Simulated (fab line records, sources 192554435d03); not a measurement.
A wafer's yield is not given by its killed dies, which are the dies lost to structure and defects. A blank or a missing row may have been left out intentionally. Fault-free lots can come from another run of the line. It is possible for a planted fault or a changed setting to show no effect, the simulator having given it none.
Which tool is to blame? | flow n5 finfet | 66 wafers from 22 lots sampled at 6 of the route's 1938 steps

WHAT THE GAUGES SHOWED, per wafer
The record lacks any reading of a measuring or inspecting step that a usual standard deviation could be used to judge.

WHAT TOOL EACH LOT RAN ON (gives the tool, then ch and the chambers of the sampled wafers, and finally the start)
lot  | N5_GATE_CUT_ETCH_56               | N5_GATE_CUT_ETCH_58                | N5_GATE_CUT_DESCUM_18              | N5_GATE_CUT_ETCH_19                | N5_GATE_CUT_STRIP_21                 | N5_GATE_CUT_CMP_43
L074 | rie metal-01 ch 0,1, day 4 08:48  | rie diel-04 ch 0,1, day 4 08:58    | rie diel-01 ch 2,3, day 4 12:50    | rie diel-01 ch 2,3, day 4 13:08    | plasma asher-01 ch 0,1, day 4 13:31  | cmp-02 ch 1,2,3, day 4 15:30
L075 | rie metal-03 ch 0,1, day 4 16:19  | rie diel-04 ch 0,1,3, day 4 16:29  | rie diel-01 ch 0,2,3, day 4 19:52  | rie diel-01 ch 0,2,3, day 4 20:08  | plasma asher-01 ch 0,1, day 4 20:33  | cmp-02 ch 0,1,2, day 4 23:46
L076 | rie metal-03 ch 0,1, day 4 19:52  | rie diel-04 ch 2,3, day 4 20:02    | rie diel-04 ch 0,2,3, day 4 23:47  | rie diel-04 ch 0,2,3, day 5 00:04  | plasma asher-02 ch 0,1, day 5 00:28  | cmp-01 ch 0,2,3, day 5 02:26
L077 | rie metal-02 ch 0,1, day 5 02:53  | rie diel-04 ch 1,2, day 5 03:03    | rie diel-03 ch 0,2,3, day 5 06:33  | rie diel-03 ch 0,2,3, day 5 06:50  | plasma asher-02 ch 0,1, day 5 07:14  | cmp-04 ch 2,3, day 5 09:22
L078 | rie metal-02 ch 0,1, day 5 06:50  | rie diel-04 ch 0,1,3, day 5 06:58  | rie diel-01 ch 1,3, day 5 10:31    | rie diel-01 ch 1,3, day 5 10:47    | plasma asher-01 ch 0,1, day 5 11:13  | cmp-01 ch 0,3, day 5 13:29
L079 | rie metal-03 ch 0,1, day 5 11:52  | rie diel-01 ch 1,2, day 5 12:05    | rie diel-03 ch 0,2,3, day 5 15:55  | rie diel-03 ch 0,2,3, day 5 16:12  | plasma asher-01 ch 0,1, day 5 16:36  | cmp-01 ch 0,1,2, day 5 18:43
L080 | rie metal-02 ch 0,1, day 5 23:50  | rie diel-03 ch 0,1,3, day 6 00:03  | rie diel-03 ch 0,3, day 6 03:26    | rie diel-03 ch 0,3, day 6 03:44    | plasma asher-01 ch 0,1, day 6 04:13  | cmp-02 ch 2,3, day 6 06:10
L081 | rie metal-03 ch 0,1, day 6 02:37  | rie diel-03 ch 0,1, day 6 02:47    | rie diel-01 ch 0,1, day 6 06:11    | rie diel-01 ch 0,1, day 6 06:28    | plasma asher-01 ch 1, day 6 07:08    | cmp-01 ch 0,1,3, day 6 09:07
L084 | rie metal-01 ch 0,1, day 6 17:37  | rie diel-03 ch 0,2, day 6 17:48    | rie diel-01 ch 0,1, day 6 21:13    | rie diel-01 ch 0,1, day 6 21:30    | plasma asher-01 ch 0,1, day 6 21:54  | cmp-01 ch 0,1, day 6 23:56
L083 | rie metal-01 ch 0,1, day 6 18:50  | rie diel-03 ch 0,1,3, day 6 19:02  | rie diel-04 ch 0,1,2, day 6 22:31  | rie diel-04 ch 0,1,2, day 6 22:48  | plasma asher-02 ch 0,1, day 6 23:12  | cmp-04 ch 0,2,3, day 7 01:20
L085 | rie metal-02 ch 0,1, day 7 04:09  | rie diel-04 ch 0,1, day 7 04:19    | rie diel-04 ch 0,2,3, day 7 07:42  | rie diel-04 ch 0,2,3, day 7 07:59  | plasma asher-01 ch 0,1, day 7 08:23  | cmp-02 ch 2,3, day 7 10:26
L086 | rie metal-01 ch 0,1, day 7 09:29  | rie diel-04 ch 0,1,2, day 7 09:40  | rie diel-04 ch 0,1,3, day 7 14:00  | rie diel-04 ch 0,1,3, day 7 14:17  | plasma asher-02 ch 0,1, day 7 14:41  | cmp-02 ch 0,1,3, day 7 16:43
L087 | rie metal-01 ch 0,1, day 7 13:18  | rie diel-01 ch 0,2,3, day 7 13:37  | rie diel-01 ch 0,3, day 7 17:25    | rie diel-01 ch 0,3, day 7 17:42    | plasma asher-02 ch 0,1, day 7 18:06  | cmp-02 ch 0,1,3, day 7 20:34
L088 | rie metal-02 ch 1, day 7 23:40    | rie diel-04 ch 0,2, day 7 23:50    | rie diel-03 ch 0,1,2, day 8 03:26  | rie diel-03 ch 0,1,2, day 8 03:43  | plasma asher-02 ch 0,1, day 8 04:07  | cmp-04 ch 0,1,3, day 8 06:10
L089 | rie metal-03 ch 0,1, day 8 01:50  | rie diel-04 ch 1,3, day 8 02:00    | rie diel-03 ch 0,1,3, day 8 05:26  | rie diel-03 ch 0,1,3, day 8 05:43  | plasma asher-02 ch 0,1, day 8 06:11  | cmp-04 ch 1,2, day 8 08:11
L090 | rie metal-01 ch 1, day 8 07:02    | rie diel-01 ch 2,3, day 8 07:22    | rie diel-01 ch 0,2,3, day 8 10:45  | rie diel-01 ch 0,2,3, day 8 11:02  | plasma asher-02 ch 0,1, day 8 11:27  | cmp-02 ch 2,3, day 8 13:38
L091 | rie metal-02 ch 1, day 8 12:49    | rie diel-03 ch 1,3, day 8 12:59    | rie diel-01 ch 1,3, day 8 16:22    | rie diel-01 ch 1,3, day 8 16:39    | plasma asher-02 ch 0,1, day 8 17:03  | cmp-01 ch 0,1, day 8 19:01
L092 | rie metal-03 ch 0,1, day 8 19:13  | rie diel-03 ch 0,2, day 8 19:23    | rie diel-03 ch 0,1,3, day 8 22:52  | rie diel-03 ch 0,1,3, day 8 23:09  | plasma asher-02 ch 1, day 8 23:33    | cmp-04 ch 1,2, day 9 01:37
L093 | rie metal-02 ch 1, day 9 05:41    | rie diel-01 ch 0,2, day 9 05:52    | rie diel-04 ch 0,1,2, day 9 09:28  | rie diel-04 ch 0,1,2, day 9 09:46  | plasma asher-01 ch 0,1, day 9 10:10  | cmp-04 ch 1,2,3, day 9 12:07
L094 | rie metal-01 ch 0,1, day 9 13:28  | rie diel-03 ch 2,3, day 9 13:44    | rie diel-04 ch 0,1, day 9 17:20    | rie diel-04 ch 0,1, day 9 17:37    | plasma asher-01 ch 0,1, day 9 18:01  | cmp-01 ch 0,1,3, day 9 20:08
L096 | rie metal-03 ch 0,1, day 10 07:04 | rie diel-04 ch 0,1, day 10 07:12   | rie diel-01 ch 0,2,3, day 10 11:51 | rie diel-01 ch 0,2,3, day 10 12:08 | plasma asher-02 ch 0,1, day 10 12:33 | cmp-02 ch 0,3, day 10 14:30
L097 | rie metal-03 ch 0,1, day 10 09:20 | rie diel-04 ch 0,1,2, day 10 09:30 | rie diel-03 ch 1,2,3, day 10 13:29 | rie diel-03 ch 1,2,3, day 10 13:47 | plasma asher-01 ch 0,1, day 10 14:11 | cmp-04 ch 0,2,3, day 10 16:13
- N5_GATE_CUT_ETCH_56: etches TiN in Cl2/Ar, target depth 21.6 nm.
- N5_GATE_CUT_ETCH_58: etches SiNx in CH3F/O2, target depth 17 nm, time 128.6 s.
- N5_GATE_CUT_DESCUM_18: chemistry O2, time 7 s.
- N5_GATE_CUT_ETCH_19: etches SiNx in CH3F/O2, target depth 53.7 nm, time 76.7 s.
- N5_GATE_CUT_STRIP_21: strips in N2/H2, time 30 s.
- N5_GATE_CUT_CMP_43: polishes SiO2.

WHAT THE TOOLS THEMSELVES READ (means of the sampled wafers that have a number; where no wafer has one, the mark that the record gives instead)
N5_GATE_CUT_ETCH_56. Usual: drypump motor current A 5.6 A, standard deviation 0.41; oes_ar_750_au 0.82 a.u., standard deviation 0.092; oes product au 0.82 a.u., standard deviation 0.092; throttle valve pct 20.75 %, standard deviation 0.22.
lot  | tool         | drypump motor current A (A) | oes_ar_750_au (a.u.) | oes product au (a.u.) | throttle valve pct (%) | flag
L074 | rie metal-01 | 5.8                         | 0.86                 | 0.86                  | 20.85                  |
L075 | rie metal-03 | 5.7                         | 0.84                 | 0.84                  | 20.61                  |
L076 | rie metal-03 | 5.5                         | 0.88                 | 0.89                  | 20.47                  |
L077 | rie metal-02 | 5.3                         | 0.75                 | 0.75                  | 20.90                  |
L078 | rie metal-02 | 5.3                         | 0.75                 | 0.75                  | 20.90                  |
L079 | rie metal-03 | 5.7                         | 0.83                 | 0.84                  | 20.60                  |
L080 | rie metal-02 | 5.3                         | 0.74                 | 0.74                  | 20.90                  |
L081 | rie metal-03 | 5.5                         | 0.87                 | 0.87                  | 20.48                  |
L084 | rie metal-01 | 5.6                         | 0.87                 | 0.88                  | 20.75                  |
L083 | rie metal-01 | 5.8                         | 0.84                 | 0.83                  | 20.86                  |
L085 | rie metal-02 | 5.3                         | 0.73                 | 0.74                  | 20.89                  |
L086 | rie metal-01 | 5.8                         | 0.84                 | 0.83                  | 20.87                  |
L087 | rie metal-01 | 5.8                         | 0.84                 | 0.83                  | 20.87                  |
L088 | rie metal-02 | 6.0                         | 0.90                 | 0.90                  | 20.93                  |
L089 | rie metal-03 | 5.5                         | 0.84                 | 0.84                  | 20.50                  |
L090 | rie metal-01 | 6.1                         | 0.80                 | 0.79                  | 21.00                  |
L091 | rie metal-02 | 6.0                         | 0.89                 | 0.89                  | 20.94                  |
L092 | rie metal-03 | 5.5                         | 0.84                 | 0.84                  | 20.49                  |
L093 | rie metal-02 | 6.0                         | 0.88                 | 0.88                  | 20.93                  |
L094 | rie metal-01 | 5.8                         | 0.82                 | 0.81                  | 20.88                  |
L096 | rie metal-03 | 5.5                         | 0.82                 | 0.82                  | 20.51                  |
L097 | rie metal-03 | 5.7                         | 0.79                 | 0.80                  | 20.64                  |

N5_GATE_CUT_ETCH_58. Usual: drypump motor current A 5.6 A, standard deviation 0.43; oes product au 0.79 a.u., standard deviation 0.087; rf vpp V 99.2 V, standard deviation 0.99; showerhead plenum p Torr 2.01 Torr, standard deviation 0.074; throttle valve pct 16.36 %, standard deviation 0.25.
lot  | tool        | drypump motor current A (A) | oes product au (a.u.) | rf vpp V (V) | showerhead plenum p Torr (Torr) | throttle valve pct (%) | flag
L074 | rie diel-04 | 5.8                         | 0.75                  | 99.4         | 2.03                            | 16.33                  |
L075 | rie diel-04 | 6.0                         | 0.76                  | 99.1         | 1.98                            | 16.29                  |
L076 | rie diel-04 | 6.0                         | 0.71                  | 99.1         | 2.02                            | 16.50                  |
L077 | rie diel-04 | 5.8                         | 0.76                  | 99.3         | 2.03                            | 16.32                  |
L078 | rie diel-04 | 6.0                         | 0.76                  | 98.7         | 1.98                            | 16.29                  |
L079 | rie diel-01 | 5.7                         | 0.77                  | 99.0         | 2.03                            | 16.26                  |
L080 | rie diel-03 | 5.3                         | 0.84                  | 98.5         | 1.96                            | 16.39                  |
L081 | rie diel-03 | 5.4                         | 0.78                  | 99.3         | 1.95                            | 16.46                  |
L084 | rie diel-03 | 5.3                         | 0.75                  | 98.8         | 1.97                            | 16.57                  |
L083 | rie diel-03 | 5.3                         | 0.83                  | 98.5         | 1.96                            | 16.39                  |
L085 | rie diel-04 | 5.7                         | 0.80                  | 99.4         | 1.98                            | 16.14                  |
L086 | rie diel-04 | 5.8                         | 0.74                  | 98.7         | 2.02                            | 16.35                  |
L087 | rie diel-01 | 5.3                         | 0.82                  | 98.7         | 2.05                            | 16.33                  |
L088 | rie diel-04 | 5.8                         | 0.68                  | 100.1        | 2.06                            | 16.57                  |
L089 | rie diel-04 | 5.9                         | 0.80                  | 97.3         | 1.93                            | 16.12                  |
L090 | rie diel-01 | 5.4                         | 0.82                  | 99.0         | 2.02                            | 16.32                  |
L091 | rie diel-03 | 5.1                         | 0.86                  | 98.4         | 1.98                            | 16.36                  |
L092 | rie diel-03 | 5.3                         | 0.79                  | 98.8         | 2.04                            | 16.57                  |
L093 | rie diel-01 | 5.4                         | 0.74                  | 99.5         | 2.03                            | 16.45                  |
L094 | rie diel-03 | 5.0                         | 0.84                  | 99.2         | 1.99                            | 16.48                  |
L096 | rie diel-04 | 5.7                         | 0.76                  | 98.5         | 1.98                            | 16.19                  |
L097 | rie diel-04 | 5.8                         | 0.72                  | 99.3         | 2.01                            | 16.41                  |

N5_GATE_CUT_DESCUM_18. Usual: drypump motor current A 5.5 A, standard deviation 0.4; oes product au 0.82 a.u., standard deviation 0.091; rf vpp V 243.6 V, standard deviation 1.4; showerhead plenum p Torr 2.13 Torr, standard deviation 0.083; throttle valve pct 20.44 %, standard deviation 0.24.
lot  | tool        | drypump motor current A (A) | oes product au (a.u.) | rf vpp V (V) | showerhead plenum p Torr (Torr) | throttle valve pct (%) | flag
L074 | rie diel-01 | 5.5                         | 0.79                  | 244.7        | 2.09                            | 20.47                  |
L075 | rie diel-01 | 5.3                         | 0.85                  | 244.4        | 2.15                            | 20.43                  |
L076 | rie diel-04 | 6.0                         | 0.71                  | 242.8        | 2.11                            | 20.56                  |
L077 | rie diel-03 | 5.1                         | 0.82                  | 243.7        | 2.08                            | 20.64                  |
L078 | rie diel-01 | 5.6                         | 0.92                  | 244.5        | 2.17                            | 20.20                  |
L079 | rie diel-03 | 5.1                         | 0.81                  | 242.4        | 2.08                            | 20.65                  |
L080 | rie diel-03 | 5.0                         | 0.77                  | 240.9        | 2.00                            | 20.63                  |
L081 | rie diel-01 | 5.6                         | 0.90                  | 244.1        | 2.24                            | 20.12                  |
L084 | rie diel-01 | 5.7                         | 0.91                  | 244.9        | 2.23                            | 20.14                  |
L083 | rie diel-04 | 5.8                         | 0.74                  | 243.3        | 2.11                            | 20.46                  |
L085 | rie diel-04 | 6.0                         | 0.69                  | 243.3        | 2.10                            | 20.57                  |
L086 | rie diel-04 | 6.0                         | 0.75                  | 243.1        | 2.06                            | 20.39                  |
L087 | rie diel-01 | 5.2                         | 0.88                  | 245.1        | 2.20                            | 20.42                  |
L088 | rie diel-03 | 5.5                         | 0.81                  | 242.6        | 2.11                            | 20.59                  |
L089 | rie diel-03 | 5.3                         | 0.81                  | 243.1        | 2.05                            | 20.55                  |
L090 | rie diel-01 | 5.4                         | 0.82                  | 243.8        | 2.14                            | 20.46                  |
L091 | rie diel-01 | 5.6                         | 0.88                  | 244.4        | 2.16                            | 20.24                  |
L092 | rie diel-03 | 5.3                         | 0.80                  | 242.5        | 2.05                            | 20.55                  |
L093 | rie diel-04 | 5.7                         | 0.72                  | 242.7        | 2.11                            | 20.47                  |
L094 | rie diel-04 | 5.7                         | 0.77                  | 243.0        | 2.06                            | 20.30                  |
L096 | rie diel-01 | 5.3                         | 0.90                  | 243.6        | 2.13                            | 20.36                  |
L097 | rie diel-03 | 5.3                         | 0.83                  | 244.0        | 2.12                            | 20.58                  |

N5_GATE_CUT_ETCH_19. Usual: for drypump motor current A, 5.5 A with a standard deviation of 0.4; for etch rf on time s, 76.3 s with a standard deviation of 1; for oes_ar_750_au, 0.81 a.u. with a standard deviation of 0.084; for oes product au, 0.70 a.u. with a standard deviation of 0.077; for rf vpp V, 298 V with a standard deviation of 3.2; for showerhead plenum p Torr, 2.03 Torr with a standard deviation of 0.075; for throttle valve pct, 16.33 % with a standard deviation of 0.26.
lot  | tool        | drypump motor current A (A) | etch rf on time s (s) | oes_ar_750_au (a.u.) | oes product au (a.u.) | rf vpp V (V) | showerhead plenum p Torr (Torr) | throttle valve pct (%) | flag
L074 | rie diel-01 | 5.5                         | 74.8                  | 0.78                 | 0.68                  | 298          | 2.01                            | 16.41                  |
L075 | rie diel-01 | 5.3                         | 75.4                  | 0.84                 | 0.73                  | 300          | 2.05                            | 16.33                  |
L076 | rie diel-04 | 6.0                         | 76.7                  | 0.71                 | 0.61                  | 299          | 2.02                            | 16.52                  |
L077 | rie diel-03 | 5.1                         | 76.7                  | 0.83                 | 0.70                  | 295          | 1.99                            | 16.52                  |
L078 | rie diel-01 | 5.6                         | 75.6                  | 0.91                 | 0.78                  | 303          | 2.07                            | 16.08                  |
L079 | rie diel-03 | 5.1                         | 76.1                  | 0.82                 | 0.70                  | 295          | 1.99                            | 16.53                  |
L080 | rie diel-03 | 5.1                         | 76.7                  | 0.77                 | 0.66                  | 293          | 1.92                            | 16.56                  |
L081 | rie diel-01 | 5.7                         | 76.5                  | 0.89                 | 0.77                  | 301          | 2.13                            | 15.97                  |
L084 | rie diel-01 | 5.6                         | 76.6                  | 0.88                 | 0.76                  | 301          | 2.12                            | 15.96                  |
L083 | rie diel-04 | 5.8                         | 77.6                  | 0.74                 | 0.63                  | 300          | 2.02                            | 16.39                  |
L085 | rie diel-04 | 6.0                         | 76.7                  | 0.70                 | 0.60                  | 298          | 2.01                            | 16.55                  |
L086 | rie diel-04 | 6.0                         | 77.0                  | 0.74                 | 0.64                  | 299          | 1.97                            | 16.36                  |
L087 | rie diel-01 | 5.2                         | 76.2                  | 0.88                 | 0.74                  | 299          | 2.09                            | 16.25                  |
L088 | rie diel-03 | 5.5                         | 75.3                  | 0.81                 | 0.69                  | 294          | 2.02                            | 16.48                  |
L089 | rie diel-03 | 5.3                         | 75.6                  | 0.81                 | 0.70                  | 295          | 1.96                            | 16.46                  |
L090 | rie diel-01 | 5.3                         | 75.9                  | 0.81                 | 0.70                  | 299          | 2.04                            | 16.37                  |
L091 | rie diel-01 | 5.6                         | 74.3                  | 0.86                 | 0.76                  | 301          | 2.06                            | 16.12                  |
L092 | rie diel-03 | 5.3                         | 77.0                  | 0.80                 | 0.68                  | 294          | 1.96                            | 16.46                  |
L093 | rie diel-04 | 5.8                         | 77.5                  | 0.73                 | 0.62                  | 300          | 2.02                            | 16.43                  |
L094 | rie diel-04 | 5.7                         | 76.4                  | 0.76                 | 0.66                  | 301          | 1.98                            | 16.22                  |
L096 | rie diel-01 | 5.3                         | 75.2                  | 0.89                 | 0.76                  | 298          | 2.04                            | 16.23                  |
L097 | rie diel-03 | 5.4                         | 76.7                  | 0.83                 | 0.71                  | 296          | 2.02                            | 16.45                  |

N5_GATE_CUT_STRIP_21. Usual: drypump motor current A 5.6 A, standard deviation 0.41; heater power w 331 W, standard deviation 34; n2 flow sccm 1750 sccm, standard deviation 5.5.
lot  | tool            | drypump motor current A (A) | heater power w (W) | n2 flow sccm (sccm) | flag
L074 | plasma asher-01 | 5.3                         | 369                | 1749                |
L075 | plasma asher-01 | 5.3                         | 366                | 1753                |
L076 | plasma asher-02 | 5.9                         | 307                | 1754                |
L077 | plasma asher-02 | 6.1                         | 312                | 1747                |
L078 | plasma asher-01 | 5.4                         | 343                | 1744                |
L079 | plasma asher-01 | 5.4                         | 339                | 1747                |
L080 | plasma asher-01 | 5.4                         | 346                | 1752                |
L081 | plasma asher-01 | 5.1                         | 392                | 1741                |
L084 | plasma asher-01 | 5.4                         | 343                | 1748                |
L083 | plasma asher-02 | 6.0                         | 311                | 1755                |
L085 | plasma asher-01 | 5.4                         | 344                | 1744                |
L086 | plasma asher-02 | 6.0                         | 305                | 1759                |
L087 | plasma asher-02 | 5.9                         | 307                | 1749                |
L088 | plasma asher-02 | 5.9                         | 307                | 1749                |
L089 | plasma asher-02 | 5.9                         | 307                | 1748                |
L090 | plasma asher-02 | 5.9                         | 306                | 1746                |
L091 | plasma asher-02 | 6.0                         | 317                | 1759                |
L092 | plasma asher-02 | 6.2                         | 319                | 1747                |
L093 | plasma asher-01 | 5.3                         | 364                | 1752                |
L094 | plasma asher-01 | 5.3                         | 366                | 1748                |
L096 | plasma asher-02 | 6.0                         | 308                | 1746                |
L097 | plasma asher-01 | 5.3                         | 367                | 1747                |

N5_GATE_CUT_CMP_43. Usual: motor current A 12.3 A, standard deviation 1.1; pad life wafers 978, standard deviation 610.
lot  | tool   | motor current A (A) | pad life wafers | flag
L074 | cmp-02 | 12.0                | 1724            |
L075 | cmp-02 | 12.4                | 1784            |
L076 | cmp-01 | 13.0                | 320             |
L077 | cmp-04 | 12.0                | 853             |
L078 | cmp-01 | 12.5                | 378             |
L079 | cmp-01 | 13.2                | 422             |
L080 | cmp-02 | 11.1                | 2034            |
L081 | cmp-01 | 12.6                | 559             |
L084 | cmp-01 | 12.9                | 674             |
L083 | cmp-04 | 12.1                | 1196            |
L085 | cmp-02 | 10.7                | 73              |
L086 | cmp-02 | 12.6                | 139             |
L087 | cmp-02 | 12.4                | 176             |
L088 | cmp-04 | 12.5                | 1478            |
L089 | cmp-04 | 11.8                | 1494            |
L090 | cmp-02 | 10.9                | 325             |
L091 | cmp-01 | 12.7                | 950             |
L092 | cmp-04 | 12.2                | 1620            |
L093 | cmp-04 | 12.2                | 1700            |
L094 | cmp-01 | 13.1                | 1142            |
L096 | cmp-02 | 11.2                | 762             |
L097 | cmp-04 | 12.1                | 1892            |

THE ANSWER, worked out from the rows above alone
Rule: lot off if the mean of its wafers having a number is beyond 3 standard deviations from the usual mean. A lot without any number at a reading at which 4 lots or more have one is off too. All remaining lots with rows at the step are treated as sound. First the gauges in route order, then the tools' own readings, where a lot's mean is used as printed above. At the first step where some lot is off, the reading lying furthest off is the one used; lots without a number count as furthest.
No lot is off on any of the readings shown, so nothing can be concluded from this.

WHAT THE SIMULATOR HAD PUT IN
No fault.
